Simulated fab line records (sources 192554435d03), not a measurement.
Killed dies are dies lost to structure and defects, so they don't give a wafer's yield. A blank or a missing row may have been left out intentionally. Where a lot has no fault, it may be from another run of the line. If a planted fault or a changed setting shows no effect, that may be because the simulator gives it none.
Split-lot experiment | flow n5-finfet | 21 wafers read from 7 lots, route of 1938 steps

## ON THE SPLIT
At N5_BEOL_M15_SPUTTER_44 (material Ta, target thk 15 nm, time 24.19 s), the setting power-w was moved away from the recipe's 15000 W on 6 of the 21 wafers read, by -9.3% to +17.8%. The other wafers ran this setting at the recipe's value.

Between the split and the reading, the file records no step.

## THE READING
barrier-field-endpoint-s, in s, at N5_BEOL_M15_CMP_49 (polishes, stops on SiO2, t overpolish 4.9 s, target thk 850 nm). A value of 11.35 s with a standard deviation of 0.27 s is what fault-free wafers of this fab line usually give.

wafer  | tool, chamber at the split | power-w as run, W | against the recipe | barrier-field-endpoint-s, s | against lot-mates on the recipe
L075.3 | pvd-sputter-03, -          | 15000             | recipe             | 11.26                       | -
L075.4 | pvd-sputter-03, -          | 16570             | +10.5%             | 12.37                       | +1.11
L075.5 | pvd-sputter-03, -          | 16570             | +10.5%             | 12.25                       | +0.99
L080.4 | pvd-sputter-02, -          | 15000             | recipe             | 11.66                       | -
L080.2 | pvd-sputter-02, -          | 15000             | recipe             | 10.96                       | -
L080.5 | pvd-sputter-02, -          | 15000             | recipe             | 11.62                       | -
L082.3 | pvd-sputter-01, -          | 15000             | recipe             | 11.09                       | -
L082.1 | pvd-sputter-01, -          | 17670             | +17.8%             | 12.42                       | +1.35
L082.4 | pvd-sputter-01, -          | 15000             | recipe             | 11.06                       | -
L086.4 | pvd-sputter-03, -          | 13610             | -9.3%              | 10.40                       | -0.75
L086.5 | pvd-sputter-03, -          | 15000             | recipe             | 10.88                       | -
L086.6 | pvd-sputter-03, -          | 15000             | recipe             | 11.42                       | -
L096.4 | pvd-sputter-03, -          | 15000             | recipe             | 11.70                       | -
L096.3 | pvd-sputter-03, -          | 15000             | recipe             | 12.04                       | -
L096.5 | pvd-sputter-03, -          | 15000             | recipe             | 11.34                       | -
L092.4 | pvd-sputter-02, -          | 15000             | recipe             | 11.76                       | -
L092.2 | pvd-sputter-02, -          | 15000             | recipe             | 11.49                       | -
L092.5 | pvd-sputter-02, -          | 15000             | recipe             | 11.28                       | -
L097.1 | pvd-sputter-01, -          | 16490             | +9.9%              | 12.13                       | +0.74
L097.3 | pvd-sputter-01, -          | 16490             | +9.9%              | 11.98                       | +0.59
L097.5 | pvd-sputter-01, -          | 15000             | recipe             | 11.39                       | -

FIT RESULTS
A straight line over all 21 wafers: barrier-field-endpoint-s changes by +0.0742 s for each +1% of power-w; r = +0.83; the points scatter about the line by 0.3 s.
The same after taking each lot's own level away (the mean of its wafers on the recipe; 21 wafers): +0.0805 s for each +1%; r = +0.91; scatter 0.23 s.
On that fit, the largest move of power-w shifts the reading by 1.4 s.
Across the lots, their own levels run from 11.075 to 11.693 s, a range of 2.3 times the standard deviation given above.
The two slopes agree, so the slope changes little with the lot-to-lot level.
Check: with one of the wafers moved furthest among these (+17.8%) left out of the fit, the line predicts +1.49 s for it against its lot-mates. Against them it came out at +1.35 s.

## FURTHER SPLITS ON THESE WAFERS
These wafers also went through other splits before the reading. Each is held against what the fit with the lots' levels taken away leaves over:
other split on the same wafers   | wafers away from the commonest value | r with barrier-field-endpoint-s (lot level and that fit taken away)
N5_BEOL_M8_TRENCH_ETCH_37 time-s | 12                                   | +0.29
N5_BEOL_M9_CMP_52 down-force-psi | 7                                    | +0.01
N5_BEOL_M10_PECVD_70 temp-c      | 7                                    | -0.25
N5_BEOL_M13_EXPOSE_07 dose-mj    | 6                                    | -0.18
N5_BEOL_M13_DESCUM_15 time-s     | 6                                    | +0.16

## THE WHOLE CHAIN: every reading that the file lists as answering this split, in the file's order
step                   | what it does                                                   | reading                                                                           | change (the file's fit)               | r (the file's)
N5_BEOL_M15_SPUTTER_44 | material Ta, target thk 15 nm, time 24.19 s                    | Ta_of_BEOL_M15_SPUTTER_44.thk-nm (the simulator's own value, which no gauge read) | +0.151 nm for each +1% of the setting | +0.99
N5_BEOL_M15_CMP_49     | polishes, stops on SiO2, t overpolish 4.9 s, target thk 850 nm | barrier-field-endpoint-s                                                          | +0.0792 s for each +1% of the setting | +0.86

## FILE'S OWN FIT
barrier-field-endpoint-s changes by +0.0792 s for each +1% of power-w, r = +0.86.
